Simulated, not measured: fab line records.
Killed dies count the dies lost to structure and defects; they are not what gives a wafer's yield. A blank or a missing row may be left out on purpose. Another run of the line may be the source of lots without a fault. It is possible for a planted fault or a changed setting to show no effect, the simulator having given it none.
Chamber matching | flow nand_harc | 3 sister chambers for NHARC_P_M0_PRE_CLEAN_31 on pecvd-03
The step time 12 s. 14 wafers are shown with their chamber, then 7 later ones without.

## WAFERS WITH THEIR CHAMBER
wafer  | chamber | heater_power_w (W)
L689.1 | 1       | 618
L689.2 | 0       | 757
L689.6 | 1       | 617
L699.1 | 0       | 819
L699.3 | 2       | 719
L699.6 | 1       | 565
L701.1 | 1       | 608
L701.4 | 2       | 640
L701.6 | 0       | 773
L702.3 | 0       | 706
L702.4 | 1       | 632
L702.6 | 0       | 708
L703.1 | 2       | 639
L703.3 | 0       | 673

SIGNATURES (means of the wafers above)
reading        | chamber 0 | chamber 1 | chamber 2 | scatter within a chamber
heater_power_w | 739.33    | 608.00    | 666.00    | 43.8
Rule: for each reading, subtract the chamber's mean from the wafer's reading, divide by that reading's scatter and square the result; add these up over the readings and take the root, which gives the wafer's distance from the chamber. The wafer belongs to the nearest chamber; if the next one is less than 2 further off, it can't be placed. The scatter: the root of (the sum of the squares of (reading less its chamber's mean) over the shown wafers, divided by (wafers less chambers)).

## WAFERS WITHOUT THEIR CHAMBER
wafer  | heater_power_w (W)
L703.4 | 668
L704.3 | 723
L704.5 | 716
L704.6 | 721
L707.4 | 697
L707.5 | 573
L707.6 | 751

## THE CHAMBER EACH PASSED THROUGH
wafer  | from the rows above          | in truth
L703.4 | can't be placed: 2 or 1 or 0 | 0
L704.3 | can't be placed: 0 or 2      | 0
L704.5 | can't be placed: 0 or 2 or 1 | 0
L704.6 | can't be placed: 0 or 2      | 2
L707.4 | can't be placed: 2 or 0 or 1 | 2
L707.5 | can't be placed: 1 or 2      | 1
L707.6 | can't be placed: 0 or 2      | 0
Correctly placed: 0 of 7. Can't be placed from these rows: 7 (the true chamber is among the candidates in 7). 0 placed wrongly.
